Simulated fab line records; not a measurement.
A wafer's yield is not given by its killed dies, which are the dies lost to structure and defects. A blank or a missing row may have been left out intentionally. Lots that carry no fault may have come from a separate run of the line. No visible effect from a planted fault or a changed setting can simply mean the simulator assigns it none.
fab line records    flow n5-finfet    part 1 of 2: steps 1 to 16 of 26
record: lots: 5  wafers: 15  last-day: 19
route steps=1938 shown BEOL_M4@1055
lots that met no fault: from a run of the same line without faults
start-h: the number of hours between the record's first day and the start of the first shown wafer of the lot    wait-h: time in hours since the lot's previous step    " same as the row above    L1.1+2: several wafers, shown together as one row    - either no value or no given start    * or withheld: withheld    < > ~ a bound
route shown NAME@n: NAME is a module with steps in the file, n the number in the route of the first one    usual: the fault-free wafers' mean and standard deviation    same: alike in all rows    chamber/n: place in a boat    sites: readings site by site    _std_site: how widely they spread, as a standard deviation    _edge_site: outer sites' mean less inner sites'    radius-mm: for every site, how far away it sits from the centre of the wafer    mask NAME#n: copy n    behind: the most recent tool/chamber to have shaped the wafer    hold: reason for holding the lot/hours on hold/outcome of the hold    device: names the non-switching transistor (n, p or np)    end of line: the same wafers' tests at the end of the route    a step with no rows: only its recipe    killed: dies lost to structure and defects at the first sort, not the wafer's yield    map: dies across one wafer; x = killed, . = not, _ = none there
set.NAME: setting as actually run; set.NAME@STEP: the setting as run at that earlier step    model.NAME: the simulator's own value behind a step, which no gauge read
a table for each step, a row for each wafer; lots at some steps of the route
services: a tool's chamber out of use, with start hour (start-h, from the record's first day; less than 0 if before it), hours out, and reason
== steps ==
step: N5_BEOL_M4_DEVELOP_27
recipe: develop-time-s: 30  developer: TMAH  resist: CAR-EUV  rinse-liquid: surfactant-rinse  dry: air-spin  dev-temp-c: 23
usual: developer-temp-C: 22.99/0.11
lot.wafer  tool            chamber  start-h  wait-h  developer-temp-C
L074.2     litho-track-03  0        -        -       23.02
L074.4     "               0        "        "       23.20
L074.6     "               0        "        "       23.25
L076.1     litho-track-01  0        -        -       22.94
L076.2     "               0        "        "       23.02
L076.5     "               0        "        "       22.87
L078.2     litho-track-03  0        -        -       22.95
L078.4     "               0        "        "       22.82
L078.6     "               0        "        "       22.81
L092.1     litho-track-03  0        -        -       22.90
L092.3     "               0        "        "       22.95
L092.5     "               0        "        "       22.93
L097.2     litho-track-03  0        -        -       22.77
L097.4     "               0        "        "       22.93
L097.5     "               0        "        "       22.91
step: N5_BEOL_M4_CD_MEAS_28
recipe: target-cd-nm: 26.2  landing-energy-ev: 500  detector: se-inlens  target-cd-y-nm: 24.1  polarity: opening
usual: cd-nm: 26.24/0.24
lot.wafer  tool       chamber  start-h  wait-h  cd-nm
L074.2     cd-sem-03  0        154.63   -       26.00
L074.4     "          0        "        "       26.08
L074.6     "          0        "        "       26.41
L076.1     cd-sem-03  0        168.26   -       26.53
L076.2     "          0        "        "       26.61
L076.5     "          0        "        "       26.19
L078.2     cd-sem-01  0        179.35   -       26.07
L078.4     "          0        "        "       26.31
L078.6     "          0        "        "       26.47
L092.1     cd-sem-03  0        286.15   -       25.60
L092.3     "          0        "        "       26.29
L092.5     "          0        "        "       25.90
L097.2     cd-sem-01  0        320.31   -       26.54
L097.4     "          0        "        "       26.25
L097.5     "          0        "        "       26.63
step: N5_BEOL_M4_OVL_MEAS_29
recipe: points-per-wafer: 522
usual: V3_OVL: -0.6/0.69
lot.wafer  tool        chamber  start-h  wait-h  V3_OVL[nm]
L074.2     overlay-01  0        154.66   0.0     -0.5
L074.4     "           0        "        "       0.0
L074.6     "           0        "        "       0.6
L076.1     overlay-02  0        168.29   0.0     -1.4
L076.2     "           0        "        "       -1.6
L076.5     "           0        "        "       -1.5
L078.2     overlay-01  0        179.38   0.0     0.7
L078.4     "           0        "        "       -0.1
L078.6     "           0        "        "       1.0
L092.1     overlay-02  0        286.18   0.0     -0.9
L092.3     "           0        "        "       -1.4
L092.5     "           0        "        "       -1.1
L097.2     overlay-01  0        320.34   0.0     -0.8
L097.4     "           0        "        "       0.1
L097.5     "           0        "        "       -0.3
step: N5_BEOL_M4_INSPECT_30
recipe: mode: adi  inspect-instrument: brightfield
usual: raw-defect-count: 377/86
lot.wafer  tool               chamber  start-h  wait-h  raw-defect-count
L074.2     defect-inspect-01  -        154.71   0.0     312
L074.4     "                  -        "        "       324
L074.6     "                  -        "        "       382
L076.1     defect-inspect-01  -        168.35   0.1     323
L076.2     "                  -        "        "       350
L076.5     "                  -        "        "       370
L078.2     defect-inspect-02  -        179.44   0.0     418
L078.4     "                  -        "        "       326
L078.6     "                  -        "        "       337
L092.1     defect-inspect-01  -        286.24   0.1     370
L092.3     "                  -        "        "       334
L092.5     "                  -        "        "       421
L097.2     defect-inspect-02  -        320.40   0.0     318
L097.4     "                  -        "        "       507
L097.5     "                  -        "        "       400
step: N5_BEOL_M4_DESCUM_33
recipe: chemistry: O2  time-s: 7  source-power-w: 50  bias-power-w: 20  pressure-mtorr: 20  rf-frequency-hz: 2.712e+07  temp-c: 40  resist: CAR-EUV  o2-flow-sccm: 225
usual: drypump-motor-current-A: 5.8/0.44  o2-flow-sccm: 224.9/0.73  oes-product-au: 0.80/0.083  rf-vpp-V: 243.5/1.6  showerhead-plenum-p-Torr: 2.11/0.087  throttle-valve-pct: 20.42/0.2
lot.wafer  tool         chamber  start-h  wait-h  drypump-motor-current-A  o2-flow-sccm  oes-product-au  rf-hours-counter-h  rf-vpp-V  showerhead-plenum-p-Torr  throttle-valve-pct
L074.2     rie-diel-03  0        155.29   0.6     5.7                      225.4         0.70            225                 242.3     1.98                      20.61
L074.4     "            3        "        "       5.4                      225.2         0.86            32                  245.5     2.22                      20.11
L074.6     "            2        "        "       5.1                      226.1         0.72            -                   243.4     2.08                      20.35
L076.1     rie-diel-02  0        168.64   0.3     6.4                      225.0         0.73            174                 241.6     2.00                      20.56
L076.2     "            2        "        "       6.0                      224.5         0.80            122                 245.5     2.20                      20.30
L076.5     "            0        "        "       6.4                      225.1         0.73            -                   241.0     2.00                      20.57
L078.2     rie-diel-03  2        179.82   0.4     5.1                      223.8         0.71            198                 242.5     2.07                      20.37
L078.4     "            1        "        "       5.8                      223.6         0.86            55                  241.6     2.12                      20.60
L078.6     "            2        "        "       5.2                      224.6         0.72            -                   242.0     2.07                      20.38
L092.1     rie-diel-03  1        286.27   0.0     5.9                      225.6         0.80            100                 243.8     2.10                      20.67
L092.3     "            3        "        "       5.4                      223.3         0.79            89                  244.9     2.20                      20.21
L092.5     "            1        "        "       5.9                      224.1         0.80            -                   244.1     2.10                      20.67
L097.2     rie-diel-04  2        320.51   0.1     6.3                      224.7         0.68            245                 240.0     1.97                      20.93
L097.4     "            0        "        "       6.3                      223.8         0.88            52                  242.3     2.06                      20.26
L097.5     "            3        "        "       5.4                      225.4         0.83            -                   241.8     2.03                      20.17
step: N5_BEOL_M4_ETCH_77
recipe: chemistry: N2/H2  target: underlayer  target-depth-a: 65  mask-material: CAR-EUV  time-s: 5.2  ion-energy-ev: 200  pressure-mtorr: 30  source-w: 840  bias-w: 150  n2-flow-sccm: 200  h2-flow-sccm: 200  ends: cleared
usual: drypump-motor-current-A: 5.8/0.44  etch-rf-on-time-s: 5.18/0.17  oes-product-au: 0.68/0.073  rf-vpp-V: 525/3.2  showerhead-plenum-p-Torr: 2.56/0.11  throttle-valve-pct: 17.88/0.23
lot.wafer  tool         chamber  start-h  wait-h  drypump-motor-current-A  etch-rf-on-time-s  oes-product-au  rf-hours-counter-h  rf-vpp-V  showerhead-plenum-p-Torr  throttle-valve-pct
L074.2     rie-diel-03  0        155.32   0.0     5.7                      5.21               0.60            225                 521       2.39                      18.02
L074.4     "            3        "        "       5.4                      5.25               0.73            32                  530       2.71                      17.57
L074.6     "            2        "        "       5.1                      5.52               0.59            -                   527       2.55                      18.04
L076.1     rie-diel-02  0        168.68   0.0     6.4                      5.26               0.63            174                 521       2.44                      18.07
L076.2     "            2        "        "       6.0                      4.78               0.71            122                 531       2.66                      17.69
L076.5     "            0        "        "       6.4                      5.23               0.62            -                   521       2.43                      18.08
L078.2     rie-diel-03  2        179.86   0.0     5.1                      5.33               0.61            198                 526       2.54                      18.06
L078.4     "            1        "        "       5.9                      5.24               0.72            55                  526       2.57                      17.90
L078.6     "            2        "        "       5.1                      5.35               0.60            -                   522       2.54                      18.08
L092.1     rie-diel-03  1        286.31   0.0     5.9                      5.34               0.66            100                 524       2.55                      17.96
L092.3     "            3        "        "       5.4                      5.13               0.68            89                  527       2.68                      17.69
L092.5     "            1        "        "       5.9                      5.34               0.67            -                   525       2.55                      17.95
L097.2     rie-diel-04  2        320.54   0.0     6.3                      5.19               0.59            245                 518       2.39                      18.33
L097.4     "            0        "        "       6.3                      5.06               0.76            52                  522       2.47                      17.50
L097.5     "            3        "        "       5.3                      4.91               0.71            -                   521       2.46                      17.47
step: N5_BEOL_M4_ETCH_69
recipe: chemistry: CF4  target: SiARC  target-depth-a: 156  mask-material: CAR-EUV  time-s: 26  ion-energy-ev: 80  pressure-mtorr: 40  source-w: 545  bias-w: 36  Ar_flow_sccm: 100  cf4-flow-sccm: 100  ends: cleared
usual: drypump-motor-current-A: 5.8/0.44  etch-rf-on-time-s: 26.0/0.88  mfc-ar-sccm: 100.0/0.31  oes-product-au: 0.68/0.073  rf-vpp-V: 184.3/1.3  showerhead-plenum-p-Torr: 2.16/0.083  throttle-valve-pct: 15.64/0.26
lot.wafer  tool         chamber  start-h  wait-h  drypump-motor-current-A  etch-rf-on-time-s  mfc-ar-sccm  oes-product-au  rf-hours-counter-h  rf-vpp-V  showerhead-plenum-p-Torr  throttle-valve-pct
L074.2     rie-diel-03  0        155.34   0.0     5.7                      25.7               99.7         0.61            225                 182.3     2.04                      15.91
L074.4     "            3        "        "       5.4                      26.3               99.9         0.74            32                  186.3     2.26                      15.25
L074.6     "            2        "        "       5.1                      27.6               100.2        0.60            -                   183.9     2.13                      15.59
L076.1     rie-diel-02  0        168.70   0.0     6.4                      26.6               100.0        0.61            174                 184.1     2.05                      15.75
L076.2     "            2        "        "       6.0                      24.6               99.8         0.70            122                 184.5     2.25                      15.51
L076.5     "            0        "        "       6.4                      26.7               99.7         0.62            -                   183.7     2.05                      15.75
L078.2     rie-diel-03  2        179.88   0.0     5.1                      27.2               100.7        0.59            198                 184.7     2.12                      15.63
L078.4     "            1        "        "       5.9                      26.6               100.0        0.71            55                  185.6     2.19                      15.88
L078.6     "            2        "        "       5.1                      27.0               100.8        0.60            -                   183.5     2.12                      15.63
L092.1     rie-diel-03  1        286.32   0.0     5.9                      26.7               100.6        0.67            100                 185.1     2.18                      15.97
L092.3     "            3        "        "       5.4                      26.1               100.3        0.68            89                  185.0     2.24                      15.37
L092.5     "            1        "        "       5.9                      26.8               100.0        0.68            -                   183.9     2.18                      15.98
L097.2     rie-diel-04  2        320.56   0.0     6.3                      25.9               100.4        0.58            245                 182.2     2.03                      16.17
L097.4     "            0        "        "       6.3                      25.5               100.3        0.75            52                  182.7     2.10                      15.38
L097.5     "            3        "        "       5.3                      24.7               99.8         0.72            -                   184.9     2.08                      15.32
step: N5_BEOL_M4_ALD_98
recipe: material: SiO2  target-thk-a: 25  temp-c: 100  ald-precursor-family: BDEAS  ald-co-reactant: O2-plasma  pulse-time-s: 1  co-reactant-pulse-time-s: 1  purge-time-s: 2  co-reactant-purge-time-s: 2  ald-cycles: 17  pressure-torr: 2
usual: heater-power-w: 78/7.7  precursor-pulse-height-rel: 1.000/0.018
lot.wafer  tool        chamber  start-h  wait-h  heater-power-w  precursor-pulse-height-rel  since-wet-clean-h
L074.2     ald-sin-04  0        155.78   0.4     71              1.034                       148
L074.4     "           2        "        "       88              1.003                       148
L074.6     "           0        "        "       72              0.949                       -
L076.1     ald-sin-01  0        168.78   0.1     84              0.984                       265
L076.2     "           1        "        "       74              1.010                       265
L076.5     "           0        "        "       87              1.033                       -
L078.2     ald-sin-03  2        179.96   0.1     64              1.030                       80
L078.4     "           1        "        "       66              0.992                       80
L078.6     "           2        "        "       65              0.954                       -
L092.1     ald-sin-01  3        286.41   0.1     79              1.009                       3
L092.3     "           1        "        "       75              1.003                       3
L092.5     "           1        "        "       76              0.973                       -
L097.2     ald-sin-01  2        320.64   0.1     80              0.988                       37
L097.4     "           1        "        "       76              0.983                       37
L097.5     "           0        "        "       85              0.983                       -
step: N5_BEOL_M4_ETCHBACK_99
recipe: chemistry: CHF3  target: SiO2  target-depth-a: 50  time-s: 10.4  source-w: 215  bias-w: 47  Ar_flow_sccm: 200  CHF3_flow_sccm: 12  ion-energy-ev: 100  pressure-mtorr: 30
usual: drypump-motor-current-A: 5.9/0.41  mfc-ar-sccm: 200.1/0.69  oes-product-au: 0.79/0.078  rf-vpp-V: 244/4.5  showerhead-plenum-p-Torr: 2.18/0.092  throttle-valve-pct: 17.09/0.22
lot.wafer  tool         chamber  start-h  wait-h  drypump-motor-current-A  mfc-ar-sccm  oes-product-au  rf-hours-counter-h  rf-vpp-V  showerhead-plenum-p-Torr  throttle-valve-pct
L074.2     rie-diel-02  0        156.33   0.5     6.4                      199.5        0.73            168                 249       2.06                      17.21
L074.4     "            1        "        "       6.2                      200.7        0.95            5                   243       2.30                      16.74
L074.6     "            0        "        "       6.4                      200.3        0.73            -                   250       2.06                      17.23
L076.1     rie-diel-03  3        169.75   0.9     5.4                      200.1        0.86            39                  248       2.27                      16.72
L076.2     "            0        "        "       5.7                      201.4        0.70            232                 236       2.03                      17.26
L076.5     "            0        "        "       5.7                      200.5        0.70            -                   234       2.03                      17.27
L078.2     rie-diel-02  2        180.76   0.8     6.0                      201.7        0.80            131                 245       2.27                      17.05
L078.4     "            0        "        "       6.4                      198.9        0.72            -                   248       2.06                      17.25
L078.6     "            2        "        "       6.0                      200.5        0.80            -                   246       2.27                      17.04
L092.1     rie-diel-03  3        298.23   11.8    5.4                      200.4        0.80            91                  249       2.25                      16.82
L092.3     "            2        "        "       5.1                      200.6        0.67            245                 248       2.13                      17.24
L092.5     "            3        "        "       5.4                      199.5        0.79            -                   250       2.25                      16.80
L097.2     rie-diel-02  2        334.52   13.8    6.0                      200.0        0.75            186                 247       2.25                      17.14
L097.4     "            1        "        "       6.2                      199.7        0.83            64                  244       2.27                      16.86
L097.5     "            0        "        "       6.4                      200.4        0.68            -                   249       2.04                      17.34
step: N5_BEOL_M4_ETCH_70
recipe: chemistry: N2/H2  target: SOC  target-depth-a: 800  overetch-a: 240  mask-material: SiARC  temp-c: 40  time-s: 130  ion-energy-ev: 200  pressure-mtorr: 30  source-w: 840  bias-w: 150  n2-flow-sccm: 200  h2-flow-sccm: 200
usual: drypump-motor-current-A: 5.9/0.41  oes-product-au: 0.58/0.055  rf-vpp-V: 525/3.1  showerhead-plenum-p-Torr: 2.57/0.11  throttle-valve-pct: 17.83/0.21
lot.wafer  tool         chamber  start-h  wait-h  drypump-motor-current-A  oes-product-au  rf-hours-counter-h  rf-vpp-V  showerhead-plenum-p-Torr  throttle-valve-pct
L074.2     rie-diel-02  0        156.36   0.0     6.4                      0.54            168                 522       2.44                      18.02
L074.4     "            1        "        "       6.2                      0.69            5                   529       2.73                      17.58
L074.6     "            0        "        "       6.4                      0.54            -                   522       2.44                      18.02
L076.1     rie-diel-03  3        169.79   0.0     5.4                      0.63            39                  529       2.70                      17.55
L076.2     "            0        "        "       5.7                      0.51            232                 521       2.39                      17.95
L076.5     "            0        "        "       5.7                      0.52            -                   521       2.39                      17.97
L078.2     rie-diel-02  2        180.81   0.0     6.0                      0.57            131                 526       2.66                      17.64
L078.4     "            0        "        "       6.4                      0.53            -                   521       2.43                      18.04
L078.6     "            2        "        "       6.0                      0.57            -                   526       2.65                      17.67
L092.1     rie-diel-03  3        298.26   0.0     5.4                      0.58            91                  528       2.68                      17.64
L092.3     "            2        "        "       5.1                      0.50            245                 523       2.52                      18.10
L092.5     "            3        "        "       5.4                      0.59            -                   528       2.68                      17.63
L097.2     rie-diel-02  2        334.56   0.0     6.0                      0.54            186                 526       2.63                      17.72
L097.4     "            1        "        "       6.2                      0.61            64                  529       2.70                      17.66
L097.5     "            0        "        "       6.4                      0.50            -                   520       2.41                      18.14
step: N5_BEOL_M4_STRIP_71
recipe: chemistry: N2/H2  temp-c: 40  n2-flow-sccm: 200  h2-flow-sccm: 200  rf-frequency-hz: 6e+07
lot.wafer   tool         chamber  start-h  wait-h
L074.2+4+6  rie-diel-02  0,1,0    156.45   0.0
L076.1+2+5  rie-diel-03  3,0,0    169.87   0.0
L078.2+4+6  rie-diel-02  2,0,2    180.94   0.1
L092.1+3+5  rie-diel-03  3,2,3    298.35   0.0
L097.2+4+5  rie-diel-02  2,1,0    334.64   0.0
step: N5_BEOL_M4_STRIP_78
recipe: chemistry: N2/H2  temp-c: 40  n2-flow-sccm: 200  h2-flow-sccm: 200  rf-frequency-hz: 6e+07
lot.wafer   tool         chamber  start-h  wait-h
L074.2+4+6  rie-diel-02  0,1,0    156.46   0.0
L076.1+2+5  rie-diel-03  3,0,0    169.88   0.0
L078.2+4+6  rie-diel-02  2,0,2    180.96   0.0
L092.1+3+5  rie-diel-03  3,2,3    298.36   0.0
L097.2+4+5  rie-diel-02  2,1,0    334.65   0.0
step: N5_BEOL_M4_VIA_ETCH_34
recipe: chemistry: C4F6/O2  target-depth-a: 694  mask-material: SOC  pressure-mtorr: 15  ion-energy-ev: 250  taper-deg: 4  time-s: 65.9  source-w: 350  bias-w: 170  Ar_flow_sccm: 300  C4F6_flow_sccm: 10  O2_flow_sccm: 10
usual: drypump-motor-current-A: 5.9/0.41  mfc-ar-sccm: 300.1/0.94  oes-product-au: 0.79/0.078  rf-vpp-V: 675/12  showerhead-plenum-p-Torr: 2.88/0.12  throttle-valve-pct: 30.78/0.22
lot.wafer  tool         chamber  start-h  wait-h  drypump-motor-current-A  mfc-ar-sccm  oes-product-au  rf-hours-counter-h  rf-vpp-V  showerhead-plenum-p-Torr  throttle-valve-pct
L074.2     rie-diel-02  0        156.47   0.0     6.4                      299.3        0.74            168                 685       2.73                      30.93
L074.4     "            1        "        "       6.2                      299.7        0.94            5                   674       3.02                      30.56
L074.6     "            0        "        "       6.4                      298.9        0.74            -                   686       2.73                      30.94
L076.1     rie-diel-03  3        169.89   0.0     5.4                      301.3        0.86            39                  690       2.99                      30.37
L076.2     "            0        "        "       5.7                      300.1        0.71            232                 647       2.69                      30.76
L076.5     "            0        "        "       5.7                      299.1        0.70            -                   646       2.69                      30.73
L078.2     rie-diel-02  2        180.97   0.0     6.0                      301.4        0.81            131                 681       2.99                      30.78
L078.4     "            0        "        "       6.4                      300.2        0.72            -                   687       2.72                      30.95
L078.6     "            2        "        "       6.0                      299.6        0.80            -                   683       2.99                      30.77
L092.1     rie-diel-03  3        298.37   0.0     5.4                      301.0        0.79            91                  691       2.97                      30.45
L092.3     "            2        "        "       5.1                      299.5        0.67            245                 685       2.81                      30.76
L092.5     "            3        "        "       5.5                      300.2        0.79            -                   690       2.97                      30.42
L097.2     rie-diel-02  2        334.66   0.0     6.0                      298.8        0.76            186                 682       2.97                      30.82
L097.4     "            1        "        "       6.2                      300.2        0.82            64                  673       3.00                      30.61
L097.5     "            0        "        "       6.4                      301.3        0.68            -                   685       2.70                      31.01
step: N5_BEOL_M4_STRIP_83
recipe: chemistry: C4F6/O2  resist: SiARC  rf-frequency-hz: 6e+07
lot.wafer   tool         chamber  start-h  wait-h
L074.2+4+6  rie-diel-02  0,1,0    156.52   0.0
L076.1+2+5  rie-diel-03  3,0,0    169.94   0.0
L078.2+4+6  rie-diel-02  2,0,2    181.05   0.1
L092.1+3+5  rie-diel-03  3,2,3    298.42   0.0
L097.2+4+5  rie-diel-02  2,1,0    334.72   0.0
step: N5_BEOL_M4_STRIP_36
recipe: chemistry: N2/H2  power-w: 450  temp-c: 40  pressure-mtorr: 20  rf-frequency-hz: 6e+07  overash-fraction: 0.3  bias-power-w: 7  h2-frac: 0.5  n2-flow-sccm: 200  h2-flow-sccm: 200
usual: drypump-motor-current-A: 5.9/0.41  oes-product-au: 0.79/0.076  rf-vpp-V: 59.4/1.5  showerhead-plenum-p-Torr: 2.57/0.11  throttle-valve-pct: 23.68/0.25
lot.wafer  tool         chamber  start-h  wait-h  drypump-motor-current-A  oes-product-au  rf-hours-counter-h  rf-vpp-V  showerhead-plenum-p-Torr  throttle-valve-pct
L074.2     rie-diel-02  0        156.53   0.0     6.4                      0.74            168                 59.3      2.43                      23.93
L074.4     "            1        "        "       6.2                      0.94            5                   60.2      2.72                      23.52
L074.6     "            0        "        "       6.4                      0.73            -                   58.0      2.43                      23.95
L076.1     rie-diel-03  3        169.95   0.0     5.4                      0.86            39                  58.7      2.70                      23.39
L076.2     "            0        "        "       5.7                      0.71            232                 59.7      2.38                      23.73
L076.5     "            0        "        "       5.7                      0.71            -                   60.9      2.38                      23.73
L078.2     rie-diel-02  2        181.06   0.0     6.0                      0.79            131                 59.9      2.65                      23.44
L078.4     "            0        "        "       6.4                      0.73            -                   58.2      2.43                      23.97
L078.6     "            2        "        "       6.0                      0.78            -                   60.1      2.65                      23.41
L092.1     rie-diel-03  3        298.43   0.0     5.4                      0.78            91                  58.3      2.68                      23.47
L092.3     "            2        "        "       5.1                      0.68            245                 57.9      2.52                      24.02
L092.5     "            3        "        "       5.4                      0.79            -                   59.8      2.68                      23.47
L097.2     rie-diel-02  2        334.73   0.0     6.0                      0.75            186                 59.5      2.63                      23.48
L097.4     "            1        "        "       6.2                      0.83            64                  60.1      2.70                      23.60
L097.5     "            0        "        "       6.4                      0.69            -                   57.0      2.40                      24.04
step: N5_BEOL_M4_TRENCH_ETCH_37
recipe: chemistry: C4F6/O2  target-depth-a: 555.55  target: SiOC  time-s: 29.2  ion-energy-ev: 250  pressure-mtorr: 30  source-w: 355  bias-w: 185  Ar_flow_sccm: 300  C4F6_flow_sccm: 10  O2_flow_sccm: 10
usual: drypump-motor-current-A: 5.9/0.41  mfc-ar-sccm: 300.1/0.89  oes-product-au: 0.79/0.078  rf-vpp-V: 676/12  showerhead-plenum-p-Torr: 2.88/0.12  throttle-valve-pct: 20.89/0.22
lot.wafer  tool         chamber  start-h  wait-h  drypump-motor-current-A  mfc-ar-sccm  oes-product-au  rf-hours-counter-h  rf-vpp-V  showerhead-plenum-p-Torr  throttle-valve-pct
L074.2     rie-diel-02  0        -        -       6.4                      298.3        0.74            168                 688       2.73                      21.00
L074.4     "            1        "        "       6.2                      299.4        0.94            5                   674       3.03                      20.58
L074.6     "            0        "        "       6.4                      300.9        0.74            -                   687       2.73                      21.00
L076.1     rie-diel-03  3        -        -       5.5                      300.0        0.86            39                  690       3.00                      20.51
L076.2     "            0        "        "       5.6                      300.7        0.70            232                 648       2.69                      21.00
L076.5     "            0        "        "       5.7                      301.2        0.71            -                   649       2.69                      21.00
L078.2     rie-diel-02  2        -        -       6.0                      299.8        0.80            131                 679       3.00                      20.85
L078.4     "            0        "        "       6.4                      301.4        0.73            -                   687       2.73                      21.03
L078.6     "            2        "        "       6.0                      299.9        0.80            -                   681       3.00                      20.86
L092.1     rie-diel-03  3        -        -       5.4                      299.9        0.80            91                  691       2.97                      20.59
L092.3     "            2        "        "       5.1                      302.5        0.67            245                 686       2.81                      20.96
L092.5     "            3        "        "       5.4                      299.4        0.80            -                   692       2.97                      20.59
L097.2     rie-diel-02  2        -        -       6.0                      299.9        0.76            186                 680       2.97                      20.93
L097.4     "            1        "        "       6.2                      300.2        0.82            64                  675       3.00                      20.66
L097.5     "            0        "        "       6.4                      300.0        0.68            -                   687       2.70                      21.13
